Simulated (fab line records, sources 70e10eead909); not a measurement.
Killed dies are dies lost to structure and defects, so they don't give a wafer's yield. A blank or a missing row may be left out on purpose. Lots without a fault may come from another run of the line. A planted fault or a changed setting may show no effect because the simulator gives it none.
Problem report in the 8D (eight disciplines) form, filled by code | flow nand_harc | the parts of the form that need people (team, actions taken, sign-off) are left out

1. THE PROBLEM
raw_defect_count at NHARC_A_CHANNEL_HOLE_D1_INSPECT_40 reads a mean of 723 on 6 wafers of 2 lots; wafers without a fault read 62 with a standard deviation of 16. That is +41 standard deviations from the usual mean.
First seen on wafer L424.2, day 10 20:10, on defect_inspect-02. The record holds 36 wafers of 12 lots with a number at this step. Rule for "out", or "out of limits": more than 4 standard deviations from the usual mean. The other wafers with a number count as sound.

2. WHAT IT IS AND WHAT IT IS NOT
question                    | is                     | is not
which readings at this step | raw_defect_count       | -
which lots                  | L424, L426             | L415, L416, L417, L420, L429, L430, L431, L433, L435, L437
which wafers of those lots  | all that have a number | -
read on which gauges        | defect_inspect-02      | defect_inspect-01
when                        | from day 10 20:10      | up to then (12 sound wafers); but 18 sound wafers of L429, L430, L431, L433, L435, L437 came after

3. SUSPECTS, AND WHAT RULES EACH OUT
Counting: a tool at a process step up to the reading stays a suspect if it ran every lot that is out and no sound lot after the first of them.
- the gauge at NHARC_A_CHANNEL_HOLE_D1_INSPECT_40: ruled out. All the wafers that are out were read on defect_inspect-02, but those of them that NHARC_END_SORT_01 has rows for are out there too, on other tools.
- rie_diel-10 at NHARC_A_CHANNEL_HOLE_D1_ETCH_16 (etches the open film in O2/COS, target depth 3100 nm, time 806 s): kept. It ran every lot that is out, first L424 (day 10 12:49), and no sound lot after that; its last sound lot up to then is L420 (day 9 05:37).
Left after counting: rie_diel-10 at NHARC_A_CHANNEL_HOLE_D1_ETCH_16.

4. THE CAUSE (what the simulator had put in)
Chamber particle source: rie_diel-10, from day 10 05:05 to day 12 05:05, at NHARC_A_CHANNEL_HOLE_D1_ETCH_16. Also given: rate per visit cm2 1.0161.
Counting left only this tool.

5. THE CHAIN OF EFFECTS, in route order
Each row: a reading whose mean over the struck wafers that have a number lies more than 3 standard deviations from the usual. Only readings for which the record gives a usual standard deviation are gone through. hours: the time from each lot's start at the first step in this table that gives one to its start at this step, as a median over the lots. sigmas: the change in usual standard deviations.
hours | step                               | reading          | usual | on struck wafers | change | sigmas
0     | NHARC_A_CHANNEL_HOLE_D1_INSPECT_40 | raw_defect_count | 62    | 723              | +661   | +41
251   | NHARC_END_SORT_01                  | killed_at_array  | 28    | 85               | +57    | +6.7
251   | NHARC_END_SORT_01                  | killed_dies      | 32    | 87               | +55    | +6.3
Later measuring or inspecting steps at which every struck wafer that the step has a row for has a number for every such reading, and none has moved that far: NHARC_A_CHANNEL_FILL_D1_THK_MEAS_06.

6. WHAT WOULD HAVE CAUGHT IT SOONER
In this record the first reading out of limits at a measuring or inspecting step was taken at day 10 20:10, 15 hours after the fault began at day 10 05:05.
Of the tool readings at NHARC_A_CHANNEL_HOLE_D1_ETCH_16 for which the record gives a usual standard deviation, none was out on any struck wafer, so an alarm limit of 4 standard deviations on them would not have fired.
Of the lots that are out (2), L426 began NHARC_A_CHANNEL_HOLE_D1_ETCH_16 on rie_diel-10 after day 10 20:10. A hold on the tool at that time would have spared it.
